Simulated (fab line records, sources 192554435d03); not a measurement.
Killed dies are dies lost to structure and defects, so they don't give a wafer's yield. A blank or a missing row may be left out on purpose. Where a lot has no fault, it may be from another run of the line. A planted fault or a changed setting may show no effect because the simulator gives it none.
Which tool is to blame? | flow n5Finfet | 10 lots with 30 wafers sampled at 4 steps, on a route of 1938 steps

WHAT EACH GAUGE READ, for each wafer
N5_DUMMY_REMOVAL_INSPECT_06: inspects for defects (brightfield).
lot  | measured    | on               | rawDefectCount
L986 | day 4 05:10 | defectInspect-02 | 17 9 18
L987 | day 4 13:28 | defectInspect-01 | 9 13 8
L989 | day 4 20:33 | defectInspect-01 | 8 3 14
L993 | day 5 23:06 | defectInspect-01 | 926 933 894
L997 | day 6 23:41 | defectInspect-02 | 927 899 883
L996 | day 7 01:41 | defectInspect-02 | 911 885 936
L998 | day 7 08:11 | defectInspect-02 | 5 7 22
L100 | day 7 18:35 | defectInspect-01 | 10 6 6
L999 | day 7 19:16 | defectInspect-02 | 9 15 13
L105 | day 8 22:34 | defectInspect-02 | 13 17 8

TOOL THAT RAN EACH LOT (tool first, then ch and the chambers of the sampled wafers, then the start)
lot  | N5_SDB_ALD_29                   | N5_DUMMY_REMOVAL_HM_STRIP_01     | N5_DUMMY_REMOVAL_STRIP_10
L986 | aldSin-03 ch 2,3, day 4 01:53   | rieDiel-02 ch 2,3, day 4 04:59   | rieDiel-02 ch 2,3, day 4 05:01
L987 | aldSin-02 ch 1,2, day 4 10:11   | rieDiel-05 ch 2,3, day 4 13:16   | rieDiel-05 ch 2,3, day 4 13:18
L989 | aldSin-01 ch 0,2, day 4 17:16   | rieDiel-05 ch 1,2, day 4 20:21   | rieDiel-05 ch 1,2, day 4 20:23
L993 | aldSin-03 ch 0,2,3, day 5 19:49 | rieDiel-05 ch 0,2,3, day 5 22:54 | rieDiel-05 ch 0,2,3, day 5 22:56
L997 | aldSin-02 ch 0,1,2, day 6 20:24 | rieDiel-05 ch 1,2,3, day 6 23:29 | rieDiel-05 ch 1,2,3, day 6 23:32
L996 | aldSin-03 ch 1,3, day 6 22:23   | rieDiel-05 ch 1,2,3, day 7 01:28 | rieDiel-05 ch 1,2,3, day 7 01:30
L998 | aldSin-02 ch 1,2,3, day 7 04:55 | rieDiel-02 ch 0,1,3, day 7 08:00 | rieDiel-02 ch 0,1,3, day 7 08:02
L100 | aldSin-02 ch 1,2,3, day 7 15:18 | rieDiel-06 ch 0,1,3, day 7 18:23 | rieDiel-06 ch 0,1,3, day 7 18:25
L999 | aldSin-03 ch 2,3, day 7 15:59   | rieDiel-02 ch 0,1,2, day 7 19:05 | rieDiel-02 ch 0,1,2, day 7 19:07
L105 | aldSin-03 ch 2,3, day 8 19:14   | rieDiel-02 ch 0,3, day 8 22:19   | rieDiel-02 ch 0,3, day 8 22:21
- N5_SDB_ALD_29: deposits SiNx, target thk 30 nm, pulse time 1 s, ald cycles 600.
- N5_DUMMY_REMOVAL_HM_STRIP_01: strips SiNx in CH3F/O2, stops on poly-Si, target depth 4 nm, time 6.8 s.
- N5_DUMMY_REMOVAL_STRIP_10: strips in N2/H2, time 40 s.

AS READ BY THE TOOLS THEMSELVES (means over the sampled wafers that have a number; for cases with no such wafer, the mark the record gives instead)
N5_SDB_ALD_29.
lot  | tool      | heaterPowerW (W) | precursorPulseHeightRel
L986 | aldSin-03 | 908              | 0.995
L987 | aldSin-02 | 829              | 0.996
L989 | aldSin-01 | 902              | 1.013
L993 | aldSin-03 | 849              | 1.011
L997 | aldSin-02 | 785              | 1.003
L996 | aldSin-03 | 780              | 0.994
L998 | aldSin-02 | 817              | 1.006
L100 | aldSin-02 | 838              | 1.004
L999 | aldSin-03 | 840              | 0.986
L105 | aldSin-03 | 832              | 1.011

N5_DUMMY_REMOVAL_HM_STRIP_01.
lot  | tool       | CH3F_flow_sccm (sccm) | O2_flow_sccm (sccm) | drypumpMotorCurrentA (A) | oesProductAu (a.u.) | rfVppV (V) | showerheadPlenumPTorr (Torr) | throttleValvePct (%)
L986 | rieDiel-02 | 30.03                 | 19.97               | 5.2                      | 0.70                | 127.0      | 1.97                         | 16.05
L987 | rieDiel-05 | 30.00                 | 19.98               | 5.6                      | 0.69                | 128.3      | 2.05                         | 15.99
L989 | rieDiel-05 | 30.02                 | 19.99               | 5.8                      | 0.68                | 127.0      | 1.99                         | 16.03
L993 | rieDiel-05 | 30.03                 | 20.01               | 5.4                      | 0.68                | 128.7      | 2.05                         | 16.07
L997 | rieDiel-05 | 29.94                 | 19.95               | 5.7                      | 0.67                | 127.6      | 2.02                         | 16.05
L996 | rieDiel-05 | 30.07                 | 19.98               | 5.7                      | 0.67                | 127.4      | 2.02                         | 16.04
L998 | rieDiel-02 | 30.06                 | 19.96               | 5.6                      | 0.69                | 127.8      | 2.04                         | 16.03
L100 | rieDiel-06 | 30.07                 | 19.99               | 5.7                      | 0.63                | 127.5      | 1.95                         | 16.29
L999 | rieDiel-02 | 30.04                 | 20.00               | 6.1                      | 0.68                | 129.0      | 2.07                         | 16.17
L105 | rieDiel-02 | 30.05                 | 19.98               | 5.1                      | 0.67                | 127.3      | 1.97                         | 15.99

N5_DUMMY_REMOVAL_STRIP_10.
lot  | tool       | drypumpMotorCurrentA (A) | oesProductAu (a.u.) | rfVppV (V) | showerheadPlenumPTorr (Torr) | throttleValvePct (%)
L986 | rieDiel-02 | 5.2                      | 0.87                | 45.7       | 3.35                         | 11.90
L987 | rieDiel-05 | 5.6                      | 0.85                | 45.4       | 3.47                         | 11.89
L989 | rieDiel-05 | 5.8                      | 0.84                | 45.1       | 3.35                         | 11.86
L993 | rieDiel-05 | 5.4                      | 0.83                | 45.2       | 3.46                         | 11.95
L997 | rieDiel-05 | 5.7                      | 0.82                | 45.1       | 3.41                         | 11.91
L996 | rieDiel-05 | 5.7                      | 0.82                | 45.2       | 3.41                         | 11.91
L998 | rieDiel-02 | 5.7                      | 0.85                | 44.8       | 3.43                         | 11.87
L100 | rieDiel-06 | 5.7                      | 0.78                | 44.6       | 3.30                         | 12.19
L999 | rieDiel-02 | 6.1                      | 0.85                | 46.0       | 3.47                         | 11.96
L105 | rieDiel-02 | 5.1                      | 0.82                | 45.4       | 3.33                         | 11.86

THE ANSWER, worked out from the rows above alone
Rule: the usual values come from the lots themselves. The widest of any qualifying gaps counts: lots, ordered by their means at a reading, are off when they make up no more than a third of the lots, leave a main group of 4 or more, and stand apart from it by 3 or more times the standard deviation of that group's means. If all means in a main group match to the digits the tables above print for the reading, that group is not used. A lot without any number at a reading at which 4 lots or more have one is off too. The other lots that the step has rows for count as sound. After the gauges, taken in route order, come the tools' own readings; for these a lot's mean is taken, as printed above. The first step at which some lot is off is used, and at that step the reading that is off furthest; a lot without a number counts as furthest.
Off at N5_DUMMY_REMOVAL_INSPECT_06 (rawDefectCount): L993, L997, L996. Main group: mean 11, sd 2.4.
A tool fits if, at a process step before that reading, it ran every lot that is off, and no sound lot after the first of them. Those tools and the gauges at N5_DUMMY_REMOVAL_INSPECT_06 are tried in the same way. One candidate fits, namely rieDiel-05 at N5_DUMMY_REMOVAL_HM_STRIP_01 and N5_DUMMY_REMOVAL_STRIP_10. At N5_DUMMY_REMOVAL_HM_STRIP_01 its last sound lot is L989 (day 4 20:21), its first lot that is off L993 (day 5 22:54): a fault that began between those two fits.

WHAT THE SIMULATOR PUT IN
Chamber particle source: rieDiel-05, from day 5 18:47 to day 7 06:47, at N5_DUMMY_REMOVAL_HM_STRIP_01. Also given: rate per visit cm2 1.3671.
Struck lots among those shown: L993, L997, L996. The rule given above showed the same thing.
